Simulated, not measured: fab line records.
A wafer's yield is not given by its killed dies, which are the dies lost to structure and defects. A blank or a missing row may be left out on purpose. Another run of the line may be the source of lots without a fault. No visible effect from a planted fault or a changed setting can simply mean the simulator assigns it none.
Check of tool commonality / flow nandHarc / 5 wafers sampled across 2 lots

## WHY THIS WAS OPENED
Flagged at NHARC_END_SORT_01: reading killedAtPeriphery, on 1 of 2 lots. Wafers without a fault read 3.5, standard deviation 2.5.
Rule: a lot is flagged when every wafer of it that has a number lies more than 4 standard deviations from that mean, or none has a number. The other lots count as sound.

lot=L912; measured=day 28 19:53; on=prober-01; killedAtPeriphery, wafer by wafer=2 4; flag=
lot=L917; measured=day 30 15:40; on=prober-02; killedAtPeriphery, wafer by wafer=448 446 443; flag=FLAGGED
Averaged over the flagged lots the numbers come to 445.7, +442.2 from the usual (+99 or more standard deviations).

## WHICH TOOL EACH LOT WENT THROUGH
The record holds 2 process steps before the reading, out of a route of 1302 steps. Every cell lists first the tool, next ch and the chambers used by the sampled wafers, and last the start.
lot=L912; flag=; NHARC_A_STAIRCASE_STRIP_255=wetBench-05 ch 0,1,7, day 20 22:54; NHARC_THIN_TSV_PVD_19=pvdSputter-03, day 28 11:27 or earlier
lot=L917; flag=FLAGGED; NHARC_A_STAIRCASE_STRIP_255=wetBench-05 ch 0,3,6, day 22 18:40; NHARC_THIN_TSV_PVD_19=pvdSputter-03, day 30 04:59 or earlier
What is done by these steps:
- NHARC_A_STAIRCASE_STRIP_255: strips in SPM, time 900 s.
- NHARC_THIN_TSV_PVD_19: deposits TaN, target thk 20 nm.
- NHARC_END_SORT_01

## FLAGGED OVER TOTAL, TOOL BY TOOL (the gauges that took the reading come last)
step=NHARC_A_STAIRCASE_STRIP_255; tool=wetBench-05; lots run=2; flagged=1; share of the flagged lots=all; sound lots run after its first flagged lot=0
step=NHARC_THIN_TSV_PVD_19; tool=pvdSputter-03; lots run=2; flagged=1; share of the flagged lots=all; sound lots run after its first flagged lot=0
step=NHARC_END_SORT_01; tool=prober-01; lots run=1; flagged=0; share of the flagged lots=none; sound lots run after its first flagged lot=-
step=NHARC_END_SORT_01; tool=prober-02; lots run=1; flagged=1; share of the flagged lots=all; sound lots run after its first flagged lot=0
With no start given for some of its lots, NHARC_THIN_TSV_PVD_19 uses the hours and lot order of NHARC_THIN_TSV_CD_MEAS_37.

## WHAT THE TABLE ALLOWS
In the table, 3 rows ran each flagged lot (wetBench-05 at NHARC_A_STAIRCASE_STRIP_255; pvdSputter-03 at NHARC_THIN_TSV_PVD_19; prober-02 at NHARC_END_SORT_01).
- wetBench-05 at NHARC_A_STAIRCASE_STRIP_255: 1 of its 2 lots flagged. Last sound lot L912 at day 20 22:54, first flagged lot L917 at day 22 18:40; a fault beginning in between fits.
- pvdSputter-03 at NHARC_THIN_TSV_PVD_19: 1 of its 2 lots flagged. Last sound lot L912 at day 28 11:27, first flagged lot L917 at day 30 04:59; a fault beginning in between fits.
- prober-02 at NHARC_END_SORT_01: 1 of its 1 lot flagged. It ran no sound lot before its first flagged lot in this sample, so the start can't be narrowed down.
These 3 tools cannot be told apart by counting lots, since each of them fits a fault that started at some hour. More lots, or a look at what each step does to the wafer, might.

## WHAT THE SIMULATOR HAD INSERTED
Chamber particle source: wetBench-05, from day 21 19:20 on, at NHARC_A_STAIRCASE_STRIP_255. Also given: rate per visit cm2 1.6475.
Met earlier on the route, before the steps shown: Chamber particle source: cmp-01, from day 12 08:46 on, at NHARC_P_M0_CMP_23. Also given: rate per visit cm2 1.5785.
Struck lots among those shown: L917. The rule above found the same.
